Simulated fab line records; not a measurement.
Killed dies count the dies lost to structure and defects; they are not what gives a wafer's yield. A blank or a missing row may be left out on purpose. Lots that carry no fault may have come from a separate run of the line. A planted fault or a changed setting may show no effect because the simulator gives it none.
fab line records | flow n5-finfet
[record] lots = 5 | wafers = 15 | last-day = 17
route steps=1938 shown BEOL_M6@1212
lots untouched by any fault: they come from a run of this same line in which no faults occurred
start-h: start of the lot's first displayed wafer, in hours after the record's first day | wait-h: how many hours have passed since the lot's step before this one | " identical to the entry in the row above | L1.1+2: several wafers, shown together as one row | - either no value or no given start | * or withheld: withheld | < > ~ a bound
route shown NAME@n: a module of which the file shows steps, and the number in the route of the first | usual: mean/standard deviation taken from wafers without a fault | same: alike in all rows | chamber/n: place in a boat | sites: per-site readings | _std_site: the values' standard deviation | _edge_site: mean of outer sites minus mean of inner sites | radius-mm: for every site, how far away it sits from the centre of the wafer | mask NAME#n: copy n | behind: the most recent tool/chamber to have shaped the wafer | hold: reason for holding the lot/hours on hold/outcome of the hold | device: which transistor (n, p or np) failed to switch | end of line: at the end of the route, the tests of the same wafers | where a step has no rows: the recipe by itself | killed: not the wafer's yield, but the dies lost to structure and defects at the first sort | map: shows each die of a wafer: x if killed, . if not, _ if none is there
set.NAME: the run value of the setting; set.NAME@STEP: its run value at that earlier step | model.NAME: the simulator's own value behind a step, which no gauge read
lots at some steps of the route; a table a step, a row a wafer
services: a tool's chamber out of use, with start hour (start-h, from the record's first day; less than 0 if before it), hours out, and reason
[[steps]]
[step N5_BEOL_M6_ETCH_62]
[recipe] chemistry = N2/H2 | target = SOC | target-depth-a = 1100 | overetch-a = 220 | mask-material = SiARC | temp-c = 40 | time-s = 165 | ion-energy-ev = 200 | pressure-mtorr = 30 | source-w = 840 | bias-w = 150 | n2-flow-sccm = 200 | h2-flow-sccm = 200
[step N5_BEOL_M6_STRIP_68]
[recipe] chemistry = N2/H2 | temp-c = 40 | n2-flow-sccm = 200 | h2-flow-sccm = 200 | rf-frequency-hz = 6e+07
[step N5_BEOL_M6_STRIP_67]
[recipe] chemistry = CF4 | resist = SiARC | power-w = 300 | bias-power-w = 75 | pressure-mtorr = 50 | cf4-flow-sccm = 150 | rf-frequency-hz = 6e+07
[step N5_BEOL_M6_HM_OPEN_17]
[recipe] chemistry = Cl2/BCl3 | target-depth-a = 200 | overetch-a = 60 | target = TiN | mask-material = SOC | ion-energy-ev = 150 | pressure-mtorr = 10 | icp-w = 1000 | bias-w = 126 | Cl2_flow_sccm = 53.25 | bcl3-flow-sccm = 21.75 | Ar_flow_sccm = 25
[usual] drypump-motor-current-A = 5.5/0.3 | oes_ar_750_au = 0.84/0.076 | oes-product-au = 0.71/0.064 | throttle-valve-pct = 22.08/0.16
lot.wafer | tool         | chamber | start-h | wait-h | drypump-motor-current-A | oes_ar_750_au | oes-product-au | rf-hours-counter-h | throttle-valve-pct
L548.2    | rie-metal-01 | 1       | 183.40  | 0.0    | 5.5                     | 0.92          | 0.77           | 6                  | 21.97
L548.3    | "            | 1       | "       | "      | 5.5                     | 0.91          | 0.77           | -                  | 21.99
L548.5    | "            | 0       | "       | "      | 5.1                     | 0.89          | 0.73           | -                  | 21.96
L549.1    | rie-metal-01 | 1       | 206.87  | 0.0    | 5.5                     | 0.90          | 0.76           | 8                  | 21.97
L549.4    | "            | 0       | "       | "      | 5.1                     | 0.88          | 0.72           | -                  | 21.96
L549.6    | "            | 1       | "       | "      | 5.5                     | 0.90          | 0.76           | -                  | 21.98
L559.2    | rie-metal-01 | 1       | 264.44  | 0.0    | 5.5                     | 0.87          | 0.73           | 14                 | 22.00
L559.3    | "            | 0       | "       | "      | 5.2                     | 0.86          | 0.70           | -                  | 21.97
L559.4    | "            | 1       | "       | "      | 5.5                     | 0.87          | 0.73           | -                  | 22.01
L564.3    | rie-metal-01 | 0       | 282.78  | 0.1    | 5.2                     | 0.85          | 0.72           | -                  | 21.97
L564.5    | "            | 1       | "       | "      | 5.5                     | 0.87          | 0.74           | -                  | 21.99
L564.6    | "            | 0       | "       | "      | 5.2                     | 0.85          | 0.69           | -                  | 21.97
L568.3    | rie-metal-01 | 1       | 323.16  | 0.1    | 5.5                     | 0.85          | 0.72           | -                  | 22.00
L568.4    | "            | 0       | "       | "      | 5.1                     | 0.83          | 0.69           | -                  | 21.98
L568.6    | "            | 1       | "       | "      | 5.5                     | 0.84          | 0.72           | -                  | 22.01
[step N5_BEOL_M6_STRIP_19]
[recipe] chemistry = O2 | power-w = 400 | temp-c = 40 | pressure-mtorr = 30 | rf-frequency-hz = 6e+07 | bias-power-w = 0 | overash-fraction = 0.2 | o2-flow-sccm = 225
[usual] drypump-motor-current-A = 5.7/0.41 | oes-product-au = 0.80/0.088 | rf-vpp-V = 3.6/0.58 | showerhead-plenum-p-Torr = 2.08/0.075 | throttle-valve-pct = 16.67/0.15
lot.wafer | tool        | chamber | start-h | wait-h | drypump-motor-current-A | oes-product-au | rf-hours-counter-h | rf-vpp-V | showerhead-plenum-p-Torr | throttle-valve-pct
L548.2    | rie-diel-03 | 1       | 183.77  | 0.3    | 5.3                     | 0.96           | 10                 | 3.4      | 2.17                     | 16.74
L548.3    | "           | 0       | "       | "      | 6.1                     | 0.80           | 105                | 4.0      | 2.04                     | 16.74
L548.5    | "           | 1       | "       | "      | 5.3                     | 0.97           | -                  | 3.9      | 2.17                     | 16.75
L549.1    | rie-diel-03 | 0       | 206.98  | 0.1    | 6.1                     | 0.79           | 113                | 4.2      | 2.03                     | 16.76
L549.4    | "           | 2       | "       | "      | 6.2                     | 0.72           | 181                | 4.1      | 2.01                     | 16.76
L549.6    | "           | 3       | "       | "      | 5.6                     | 0.88           | -                  | 4.0      | 2.04                     | 16.57
L559.2    | rie-diel-03 | 2       | 264.58  | 0.1    | 6.2                     | 0.71           | 202                | 2.7      | 2.00                     | 16.82
L559.3    | "           | 1       | "       | "      | 5.3                     | 0.88           | 39                 | 2.5      | 2.16                     | 16.78
L559.4    | "           | 0       | "       | "      | 6.1                     | 0.78           | 132                | 2.2      | 2.03                     | 16.80
L564.3    | rie-diel-06 | 0       | 282.87  | 0.1    | 5.0                     | 0.93           | 13                 | 3.4      | 2.17                     | 16.61
L564.5    | "           | 3       | "       | "      | 6.4                     | 0.68           | -                  | 4.0      | 1.98                     | 16.74
L564.6    | "           | 2       | "       | "      | 5.7                     | 0.87           | -                  | 2.8      | 2.23                     | 16.45
L568.3    | rie-diel-06 | 2       | 323.24  | 0.1    | 5.7                     | 0.86           | 51                 | 4.0      | 2.23                     | 16.48
L568.4    | "           | 3       | "       | "      | 6.4                     | 0.68           | 249                | 3.4      | 1.98                     | 16.75
L568.6    | "           | 0       | "       | "      | 5.0                     | 0.92           | -                  | 4.7      | 2.16                     | 16.66
[step N5_BEOL_M6_CD_MEAS_18]
[recipe] pitch-nm = 80 | target-cd-nm = 40
[usual] cd-nm = 40.3/0.62
lot.wafer | tool      | chamber | start-h | wait-h | cd-nm
L548.2    | cd-sem-01 | -       | 183.84  | 0.1    | 39.9
L548.3    | "         | -       | "       | "      | 39.9
L548.5    | "         | -       | "       | "      | 39.9
L549.1    | cd-sem-01 | -       | 207.05  | 0.0    | 40.1
L549.4    | "         | -       | "       | "      | 39.9
L549.6    | "         | -       | "       | "      | 40.0
L559.2    | cd-sem-03 | -       | 264.65  | 0.1    | 39.4
L559.3    | "         | -       | "       | "      | 40.0
L559.4    | "         | -       | "       | "      | 40.3
L564.3    | cd-sem-03 | -       | 282.94  | 0.1    | 40.6
L564.5    | "         | -       | "       | "      | 40.2
L564.6    | "         | -       | "       | "      | 40.3
L568.3    | cd-sem-03 | -       | 323.31  | 0.1    | 39.9
L568.4    | "         | -       | "       | "      | 40.5
L568.6    | "         | -       | "       | "      | 39.9
[step N5_BEOL_M6_COAT_63]
[recipe] resist = SOC | temp-c = 250 | time-s = 60 | spin-rpm = 1500 | resist-thk-nm = 60
[step N5_BEOL_M6_COAT_64]
[recipe] resist = SiARC | temp-c = 220 | time-s = 60 | spin-rpm = 1500 | resist-thk-nm = 12
[step N5_BEOL_M6_COAT_71]
[recipe] resist = underlayer | temp-c = 205 | time-s = 60 | spin-rpm = 1500 | resist-thk-nm = 5
[step N5_BEOL_M6_COAT_22]
[recipe] resist = CAR-EUV | spin-rpm = 1500 | resist-thk-nm = 30
[step N5_BEOL_M6_EBR_24]
[recipe] solvent = PGMEA | ebr-width-mm = 1.5
[step N5_BEOL_M6_SOFTBAKE_23]
[recipe] temp-c = 110 | time-s = 60 | resist = CAR-EUV
[step N5_BEOL_M6_EXPOSE_25]
[recipe] mask-id = V5 | na = 0.33 | source-shape = annular | sigma-inner = 0.4 | sigma-outer = 0.8 | polarization = unpolarized | target-cd-nm = 40 | dose-mj = 45
[same] sigma-outer = 0.8
lot.wafer  | tool           | chamber | start-h | wait-h | mask
L548.2+3+5 | euv-scanner-01 | 0       | 184.83  | -      | V5#0
L549.1+4+6 | euv-scanner-02 | 0       | 209.53  | -      | V5#0
L559.2+3+4 | euv-scanner-02 | 0       | 265.56  | -      | V5#0
L564.3+5+6 | euv-scanner-01 | 0       | 283.21  | -      | V5#0
L568.3+4+6 | euv-scanner-01 | 0       | 325.11  | -      | V5#0
[step N5_BEOL_M6_PEB_26]
[recipe] peb-temp-c = 100 | peb-time-s = 60 | resist = CAR-EUV
[step N5_BEOL_M6_DEVELOP_27]
[recipe] develop-time-s = 30 | developer = TMAH | resist = CAR-EUV | rinse-liquid = surfactant-rinse | dry = air-spin | dev-temp-c = 23
[step N5_BEOL_M6_CD_MEAS_28]
[recipe] target-cd-nm = 40 | landing-energy-ev = 500 | detector = se-inlens
[usual] cd-nm = 39.96/0.19
lot.wafer | tool      | chamber | start-h | wait-h | cd-nm
L548.2    | cd-sem-01 | 0       | 184.96  | -      | 39.99
L548.3    | "         | 0       | "       | "      | 39.97
L548.5    | "         | 0       | "       | "      | 39.66
L549.1    | cd-sem-03 | 0       | 209.66  | -      | 39.80
L549.4    | "         | 0       | "       | "      | 40.32
L549.6    | "         | 0       | "       | "      | 39.77
L559.2    | cd-sem-03 | 0       | 265.69  | -      | 40.42
L559.3    | "         | 0       | "       | "      | 40.40
L559.4    | "         | 0       | "       | "      | 40.61
L564.3    | cd-sem-03 | 0       | 283.33  | -      | 39.85
L564.5    | "         | 0       | "       | "      | 40.12
L564.6    | "         | 0       | "       | "      | 39.50
L568.3    | cd-sem-03 | 0       | 325.23  | -      | 39.88
L568.4    | "         | 0       | "       | "      | 39.98
L568.6    | "         | 0       | "       | "      | 40.18
[step N5_BEOL_M6_OVL_MEAS_29]
[recipe] points-per-wafer = 522
[usual] V5_OVL = 0.1/0.53
lot.wafer | tool       | chamber | start-h | wait-h | V5_OVL[nm]
L548.2    | overlay-01 | 0       | 184.99  | 0.0    | -0.8
L548.3    | "          | 0       | "       | "      | -0.9
L548.5    | "          | 0       | "       | "      | -0.2
L549.1    | overlay-02 | 0       | 209.70  | 0.0    | 0.4
L549.4    | "          | 0       | "       | "      | 0.7
L549.6    | "          | 0       | "       | "      | 0.8
L559.2    | overlay-01 | 0       | 265.73  | 0.0    | 0.3
L559.3    | "          | 0       | "       | "      | 0.5
L559.4    | "          | 0       | "       | "      | -0.1
L564.3    | overlay-01 | 0       | 283.37  | 0.0    | -0.4
L564.5    | "          | 0       | "       | "      | -0.4
L564.6    | "          | 0       | "       | "      | -0.6
L568.3    | overlay-01 | 0       | 325.27  | 0.0    | 1.0
L568.4    | "          | 0       | "       | "      | -0.1
L568.6    | "          | 0       | "       | "      | 0.3
[step N5_BEOL_M6_INSPECT_30]
[recipe] mode = adi | inspect-instrument = brightfield
[usual] raw-defect-count = 404/96
lot.wafer | tool              | chamber | start-h | wait-h | raw-defect-count
L548.2    | defect-inspect-02 | -       | 185.05  | 0.0    | 276
L548.3    | "                 | -       | "       | "      | 289
L548.5    | "                 | -       | "       | "      | 283
L549.1    | defect-inspect-01 | -       | 209.75  | 0.1    | 397
L549.4    | "                 | -       | "       | "      | 790
L549.6    | "                 | -       | "       | "      | 513
L559.2    | defect-inspect-01 | -       | 265.78  | 0.0    | 487
L559.3    | "                 | -       | "       | "      | 639
L559.4    | "                 | -       | "       | "      | 526
L564.3    | defect-inspect-02 | -       | 283.42  | 0.0    | 423
L564.5    | "                 | -       | "       | "      | 388
L564.6    | "                 | -       | "       | "      | 304
L568.3    | defect-inspect-01 | -       | 325.32  | 0.0    | 594
L568.4    | "                 | -       | "       | "      | 487
L568.6    | "                 | -       | "       | "      | 377
[step N5_BEOL_M6_DESCUM_33]
[recipe] chemistry = O2 | time-s = 7 | source-power-w = 50 | bias-power-w = 20 | pressure-mtorr = 20 | rf-frequency-hz = 2.712e+07 | temp-c = 40 | resist = CAR-EUV | o2-flow-sccm = 225
[usual] drypump-motor-current-A = 5.7/0.42 | oes-product-au = 0.79/0.092 | rf-vpp-V = 243.0/1.5 | showerhead-plenum-p-Torr = 2.08/0.08 | throttle-valve-pct = 20.43/0.18
lot.wafer | tool        | chamber | start-h | wait-h | drypump-motor-current-A | oes-product-au | rf-hours-counter-h | rf-vpp-V | showerhead-plenum-p-Torr | throttle-valve-pct | model.BEOL_M6.cd-nm
L548.2    | rie-diel-05 | 1       | 185.08  | 0.0    | 5.2                     | 0.73           | 190                | 244.3    | 2.08                     | 20.44              | 40
L548.3    | "           | 0       | "       | "      | 5.7                     | 0.71           | 194                | 242.4    | 2.07                     | 20.48              | 40
L548.5    | "           | 0       | "       | "      | 5.7                     | 0.72           | -                  | 243.0    | 2.07                     | 20.49              | 40
L549.1    | rie-diel-06 | 2       | 209.79  | 0.0    | 5.6                     | 0.94           | 8                  | 246.3    | 2.24                     | 20.19              | 40
L549.4    | "           | 3       | "       | "      | 6.4                     | 0.70           | 210                | 242.6    | 1.99                     | 20.35              | 39.8
L549.6    | "           | 2       | "       | "      | 5.6                     | 0.95           | -                  | 245.2    | 2.24                     | 20.17              | 40
L559.2    | rie-diel-03 | 3       | 265.84  | 0.1    | 5.6                     | 0.85           | 74                 | 243.2    | 2.03                     | 20.35              | 40.4
L559.3    | "           | 1       | "       | "      | 5.3                     | 0.90           | 40                 | 244.3    | 2.16                     | 20.64              | 40.4
L559.4    | "           | 2       | "       | "      | 6.2                     | 0.71           | 203                | 241.2    | 2.00                     | 20.55              | 40.8
L564.3    | rie-diel-05 | 3       | 283.64  | 0.2    | 5.2                     | 0.85           | 50                 | 241.4    | 2.03                     | 20.54              | 40
L564.5    | "           | 1       | "       | "      | 5.2                     | 0.69           | -                  | 241.5    | 2.07                     | 20.50              | 39.8
L564.6    | "           | 2       | "       | "      | 5.7                     | 0.72           | -                  | 243.5    | 2.16                     | 20.16              | 39.8
L568.3    | rie-diel-03 | 0       | 325.35  | 0.0    | 6.1                     | 0.76           | 154                | 241.6    | 2.02                     | 20.61              | 40.2
L568.4    | "           | 3       | "       | "      | 5.6                     | 0.83           | 92                 | 243.8    | 2.02                     | 20.36              | 40
L568.6    | "           | 0       | "       | "      | 6.1                     | 0.76           | -                  | 242.1    | 2.02                     | 20.62              | 40.2
[step N5_BEOL_M6_ETCH_72]
[recipe] chemistry = N2/H2 | target = underlayer | target-depth-a = 65 | mask-material = CAR-EUV | time-s = 5.2 | ion-energy-ev = 200 | pressure-mtorr = 30 | source-w = 840 | bias-w = 150 | n2-flow-sccm = 200 | h2-flow-sccm = 200 | ends = cleared
[usual] drypump-motor-current-A = 5.7/0.42 | etch-rf-on-time-s = 5.16/0.12 | h2-flow-sccm = 200.0/0.64 | oes-product-au = 0.68/0.074 | rf-vpp-V = 524/3 | showerhead-plenum-p-Torr = 2.52/0.094 | throttle-valve-pct = 17.80/0.19
lot.wafer | tool        | chamber | start-h | wait-h | drypump-motor-current-A | etch-rf-on-time-s | h2-flow-sccm | oes-product-au | rf-hours-counter-h | rf-vpp-V | showerhead-plenum-p-Torr | throttle-valve-pct
L548.2    | rie-diel-05 | 1       | 185.11  | 0.0    | 5.2                     | 5.23              | 199.5        | 0.61           | 190                | 522      | 2.53                     | 17.95
L548.3    | "           | 0       | "       | "      | 5.7                     | 5.11              | 199.3        | 0.62           | 194                | 520      | 2.52                     | 17.86
L548.5    | "           | 0       | "       | "      | 5.7                     | 5.11              | 199.8        | 0.61           | -                  | 523      | 2.52                     | 17.87
L549.1    | rie-diel-06 | 2       | 209.82  | 0.0    | 5.6                     | 5.35              | 200.2        | 0.79           | 8                  | 530      | 2.72                     | 17.54
L549.4    | "           | 3       | "       | "      | 6.4                     | 5.22              | 199.7        | 0.61           | 210                | 522      | 2.41                     | 17.79
L549.6    | "           | 2       | "       | "      | 5.6                     | 5.30              | 200.4        | 0.79           | -                  | 531      | 2.72                     | 17.52
L559.2    | rie-diel-03 | 3       | 265.87  | 0.0    | 5.6                     | 5.24              | 199.3        | 0.71           | 74                 | 519      | 2.47                     | 17.80
L559.3    | "           | 1       | "       | "      | 5.3                     | 5.07              | 200.3        | 0.77           | 40                 | 524      | 2.59                     | 17.94
L559.4    | "           | 2       | "       | "      | 6.2                     | 5.05              | 200.0        | 0.62           | 203                | 519      | 2.43                     | 18.06
L564.3    | rie-diel-05 | 3       | 283.67  | 0.0    | 5.2                     | 5.02              | 200.4        | 0.73           | 50                 | 520      | 2.47                     | 17.94
L564.5    | "           | 1       | "       | "      | 5.2                     | 5.18              | 200.7        | 0.60           | -                  | 524      | 2.51                     | 18.02
L564.6    | "           | 2       | "       | "      | 5.7                     | 5.08              | 200.5        | 0.62           | -                  | 528      | 2.61                     | 17.58
L568.3    | rie-diel-03 | 0       | 325.38  | 0.0    | 6.1                     | 5.09              | 200.1        | 0.65           | 154                | 521      | 2.43                     | 17.80
L568.4    | "           | 3       | "       | "      | 5.6                     | 5.26              | 200.1        | 0.69           | 92                 | 523      | 2.46                     | 17.83
L568.6    | "           | 0       | "       | "      | 6.1                     | 5.11              | 199.5        | 0.66           | -                  | 521      | 2.43                     | 17.80
[step N5_BEOL_M6_ETCH_65]
[recipe] chemistry = CF4 | target = SiARC | target-depth-a = 156 | mask-material = CAR-EUV | time-s = 26 | ion-energy-ev = 80 | pressure-mtorr = 40 | source-w = 545 | bias-w = 36 | Ar_flow_sccm = 100 | cf4-flow-sccm = 100 | ends = cleared
[usual] drypump-motor-current-A = 5.7/0.42 | etch-rf-on-time-s = 25.8/0.55 | oes-product-au = 0.68/0.074 | rf-vpp-V = 184.0/1.1 | showerhead-plenum-p-Torr = 2.13/0.074 | throttle-valve-pct = 15.58/0.15
lot.wafer | tool        | chamber | start-h | wait-h | drypump-motor-current-A | etch-rf-on-time-s | oes-product-au | rf-hours-counter-h | rf-vpp-V | showerhead-plenum-p-Torr | throttle-valve-pct
L548.2    | rie-diel-05 | 1       | 185.13  | 0.0    | 5.2                     | 26.2              | 0.62           | 190                | 182.5    | 2.12                     | 15.65
L548.3    | "           | 0       | "       | "      | 5.7                     | 25.5              | 0.62           | 194                | 183.9    | 2.12                     | 15.70
L548.5    | "           | 0       | "       | "      | 5.7                     | 25.4              | 0.62           | -                  | 182.6    | 2.12                     | 15.71
L549.1    | rie-diel-06 | 2       | 209.84  | 0.0    | 5.6                     | 26.1              | 0.80           | 8                  | 186.1    | 2.27                     | 15.32
L549.4    | "           | 3       | "       | "      | 6.4                     | 26.2              | 0.61           | 210                | 184.1    | 2.04                     | 15.65
L549.6    | "           | 2       | "       | "      | 5.6                     | 26.3              | 0.80           | -                  | 183.6    | 2.27                     | 15.30
L559.2    | rie-diel-03 | 3       | 265.89  | 0.0    | 5.6                     | 26.0              | 0.71           | 74                 | 183.8    | 2.08                     | 15.55
L559.3    | "           | 1       | "       | "      | 5.3                     | 25.4              | 0.78           | 40                 | 184.0    | 2.18                     | 15.59
L559.4    | "           | 2       | "       | "      | 6.2                     | 25.1              | 0.62           | 203                | 182.6    | 2.03                     | 15.69
L564.3    | rie-diel-05 | 3       | 283.69  | 0.0    | 5.2                     | 25.3              | 0.74           | 50                 | 183.6    | 2.09                     | 15.66
L564.5    | "           | 1       | "       | "      | 5.2                     | 25.9              | 0.60           | -                  | 183.8    | 2.11                     | 15.72
L564.6    | "           | 2       | "       | "      | 5.7                     | 25.5              | 0.61           | -                  | 185.5    | 2.21                     | 15.42
L568.3    | rie-diel-03 | 0       | 325.40  | 0.0    | 6.1                     | 25.7              | 0.65           | 154                | 185.6    | 2.06                     | 15.73
L568.4    | "           | 3       | "       | "      | 5.6                     | 26.0              | 0.70           | 92                 | 184.1    | 2.08                     | 15.58
L568.6    | "           | 0       | "       | "      | 6.1                     | 25.7              | 0.65           | -                  | 183.2    | 2.06                     | 15.73
[step N5_BEOL_M6_ETCH_66]
[recipe] chemistry = N2/H2 | target = SOC | target-depth-a = 800 | overetch-a = 160 | mask-material = SiARC | temp-c = 40 | time-s = 120 | ion-energy-ev = 200 | pressure-mtorr = 30 | source-w = 840 | bias-w = 150 | n2-flow-sccm = 200 | h2-flow-sccm = 200
[usual] drypump-motor-current-A = 5.7/0.42 | h2-flow-sccm = 200.1/0.59 | oes-product-au = 0.61/0.066 | rf-vpp-V = 523.5/2.7 | showerhead-plenum-p-Torr = 2.52/0.094 | throttle-valve-pct = 17.76/0.19
lot.wafer | tool        | chamber | start-h | wait-h | drypump-motor-current-A | h2-flow-sccm | oes-product-au | rf-hours-counter-h | rf-vpp-V | showerhead-plenum-p-Torr | throttle-valve-pct
L548.2    | rie-diel-05 | 1       | 185.16  | 0.0    | 5.2                     | 200.0        | 0.55           | 190                | 523.3    | 2.53                     | 17.91
L548.3    | "           | 0       | "       | "      | 5.7                     | 200.4        | 0.55           | 194                | 523.8    | 2.52                     | 17.82
L548.5    | "           | 0       | "       | "      | 5.7                     | 200.1        | 0.55           | -                  | 523.3    | 2.52                     | 17.85
L549.1    | rie-diel-06 | 2       | 209.87  | 0.0    | 5.7                     | 200.1        | 0.72           | 8                  | 528.6    | 2.72                     | 17.50
L549.4    | "           | 3       | "       | "      | 6.4                     | 199.5        | 0.54           | 211                | 520.1    | 2.41                     | 17.74
L549.6    | "           | 2       | "       | "      | 5.7                     | 199.7        | 0.73           | -                  | 530.1    | 2.72                     | 17.49
L559.2    | rie-diel-03 | 3       | 265.92  | 0.0    | 5.6                     | 199.6        | 0.63           | 74                 | 523.4    | 2.47                     | 17.74
L559.3    | "           | 1       | "       | "      | 5.3                     | 198.8        | 0.69           | 40                 | 525.9    | 2.59                     | 17.89
L559.4    | "           | 2       | "       | "      | 6.2                     | 199.6        | 0.55           | 203                | 521.1    | 2.43                     | 18.04
L564.3    | rie-diel-05 | 3       | 283.72  | 0.0    | 5.2                     | 200.2        | 0.64           | 50                 | 521.5    | 2.47                     | 17.89
L564.5    | "           | 1       | "       | "      | 5.2                     | 200.9        | 0.53           | -                  | 522.9    | 2.51                     | 17.95
L564.6    | "           | 2       | "       | "      | 5.6                     | 200.6        | 0.55           | -                  | 526.3    | 2.61                     | 17.54
L568.3    | rie-diel-03 | 0       | 325.43  | 0.0    | 6.1                     | 200.3        | 0.58           | 154                | 522.5    | 2.43                     | 17.76
L568.4    | "           | 3       | "       | "      | 5.6                     | 198.9        | 0.62           | 92                 | 522.4    | 2.46                     | 17.76
L568.6    | "           | 0       | "       | "      | 6.1                     | 200.3        | 0.58           | -                  | 519.7    | 2.43                     | 17.76
[step N5_BEOL_M6_STRIP_69]
[recipe] chemistry = N2/H2 | temp-c = 40 | n2-flow-sccm = 200 | h2-flow-sccm = 200 | rf-frequency-hz = 6e+07
[step N5_BEOL_M6_STRIP_73]
[recipe] chemistry = N2/H2 | temp-c = 40 | n2-flow-sccm = 200 | h2-flow-sccm = 200 | rf-frequency-hz = 6e+07
[step N5_BEOL_M6_VIA_ETCH_34]
[recipe] chemistry = C4F6/O2 | target = SiCOH_lowk | target-depth-a = 1263 | mask-material = SOC | taper-deg = 4 | time-s = 50.9 | ion-energy-ev = 250 | pressure-mtorr = 30 | source-w = 345 | bias-w = 185 | Ar_flow_sccm = 300 | C4F6_flow_sccm = 10 | O2_flow_sccm = 10
[usual] drypump-motor-current-A = 5.7/0.42 | oes_ar_750_au = 0.79/0.081 | oes_f_703_au = 0.80/0.078 | oes-product-au = 0.79/0.088 | rf-vpp-V = 667/12 | showerhead-plenum-p-Torr = 2.83/0.093 | throttle-valve-pct = 20.86/0.17
lot.wafer | tool        | chamber | start-h | wait-h | drypump-motor-current-A | oes_ar_750_au | oes_f_703_au | oes-product-au | rf-hours-counter-h | rf-vpp-V | showerhead-plenum-p-Torr | throttle-valve-pct | model.BEOL_M6.cd-nm
L548.2    | rie-diel-05 | 1       | 185.26  | 0.0    | 5.2                     | 0.73          | 0.73         | 0.72           | 190                | 664      | 2.83                     | 20.93              | 40.2
L548.3    | "           | 0       | "       | "      | 5.7                     | 0.74          | 0.75         | 0.72           | 194                | 643      | 2.82                     | 20.95              | 40
L548.5    | "           | 0       | "       | "      | 5.7                     | 0.73          | 0.75         | 0.73           | -                  | 642      | 2.82                     | 20.95              | 40.2
L549.1    | rie-diel-06 | 2       | 209.97  | 0.0    | 5.7                     | 0.95          | 0.94         | 0.93           | 8                  | 655      | 3.01                     | 20.54              | 40
L549.4    | "           | 3       | "       | "      | 6.4                     | 0.72          | 0.71         | 0.70           | 211                | 664      | 2.72                     | 20.89              | 40
L549.6    | "           | 2       | "       | "      | 5.7                     | 0.94          | 0.93         | 0.94           | -                  | 656      | 3.01                     | 20.53              | 39.8
L559.2    | rie-diel-03 | 3       | 266.02  | 0.0    | 5.6                     | 0.82          | 0.80         | 0.83           | 74                 | 672      | 2.77                     | 20.86              | 40.2
L559.3    | "           | 1       | "       | "      | 5.3                     | 0.89          | 0.90         | 0.90           | 40                 | 687      | 2.89                     | 20.91              | 40.8
L559.4    | "           | 2       | "       | "      | 6.2                     | 0.73          | 0.75         | 0.72           | 203                | 661      | 2.71                     | 20.96              | 41
L564.3    | rie-diel-05 | 3       | 283.82  | 0.0    | 5.2                     | 0.85          | 0.85         | 0.85           | 50                 | 677      | 2.78                     | 21.03              | 40.2
L564.5    | "           | 1       | "       | "      | 5.2                     | 0.71          | 0.71         | 0.70           | -                  | 663      | 2.81                     | 20.99              | 40
L564.6    | "           | 2       | "       | "      | 5.7                     | 0.72          | 0.72         | 0.72           | -                  | 685      | 2.95                     | 20.70              | 40.4
L568.3    | rie-diel-03 | 0       | 325.53  | 0.0    | 6.1                     | 0.76          | 0.78         | 0.76           | 154                | 662      | 2.74                     | 21.05              | 40
L568.4    | "           | 3       | "       | "      | 5.6                     | 0.81          | 0.78         | 0.82           | 92                 | 670      | 2.76                     | 20.89              | 39.8
L568.6    | "           | 0       | "       | "      | 6.1                     | 0.77          | 0.78         | 0.76           | -                  | 663      | 2.74                     | 21.04              | 40
[step N5_BEOL_M6_STRIP_76]
[recipe] chemistry = C4F6/O2 | resist = SiARC | rf-frequency-hz = 6e+07
[[services]]
tool           | chamber | start-h | hours | kind
euv-scanner-01 | -       | 159.88  | 1.0   | pm
euv-scanner-01 | -       | 161.50  | 0.3   | repair
rie-diel-05    | 2       | 169.34  | 16.3  | repair
rie-diel-05    | 0       | 170.33  | 5.8   | repair
euv-scanner-02 | -       | 181.99  | 1.9   | repair
euv-scanner-01 | 0       | 195.27  | -     | calibration
euv-scanner-02 | 0       | 212.14  | -     | calibration
euv-scanner-02 | -       | 215.68  | 1.0   | pm
euv-scanner-01 | -       | 216.74  | 1.0   | pm
euv-scanner-01 | -       | 218.13  | 0.9   | repair
rie-diel-06    | 0       | 219.61  | -     | clean
rie-diel-06    | 0       | 219.61  | -     | consumable-replace:focus-ring
rie-diel-06    | 0       | 219.61  | 23.5  | scheduled-down
rie-diel-06    | 0       | 219.61  | 23.5  | vent-cycle
rie-diel-03    | 0       | 223.19  | 7.0   | repair
euv-scanner-02 | -       | 231.38  | 24.5  | repair
rie-diel-06    | 3       | 249.82  | 7.8   | repair
euv-scanner-01 | -       | 261.75  | 1.1   | repair
rie-metal-01   | -       | 263.39  | 0.9   | repair
rie-diel-06    | 1       | 268.25  | 3.5   | repair
euv-scanner-02 | -       | 269.73  | 1.0   | pm
euv-scanner-01 | -       | 272.18  | 1.0   | pm
euv-scanner-02 | -       | 276.04  | 4.6   | pm
rie-diel-05    | 1       | 280.42  | 2.5   | repair
[[key]]
[first-sign] step = N5_BEOL_M6_CD_MEAS_28 | reading = cd-nm | direction = up | sigmas = 2.7 | usual = 39.96 | struck = 40.48 | through = control-loop
effect none on later readings
[model-effect] step = N5_BEOL_M6_DESCUM_33 | value = BEOL_M6.cd-nm | without = 39.93 | struck = 40.53
[model-effect] step = N5_BEOL_M6_VIA_ETCH_34 | value = BEOL_M6.cd-nm | without = 40.13 | struck = 40.67
met-at N5_BEOL_M6_EXPOSE_25
struck-wafers L559.2,L559.3,L559.4
[loop-trim] step = N5_BEOL_M6_EXPOSE_25 | setting = dose | lots = L559
onset-between 209.53 265.56
also-fits N5_BEOL_M6_STRIP_19:rie-diel-03
[fault] kind = process-parameter-drift | tool = euv-scanner-02 | chamber = - | onset-h = 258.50 | steps = N5_BEOL_M6_EXPOSE_25 | channel = dose-mj | offset = 1.276 | shape = step | acts-in = these-recipes-only | stated = 45
// loop-trim: a control loop set the setting to another value than it would have without faults
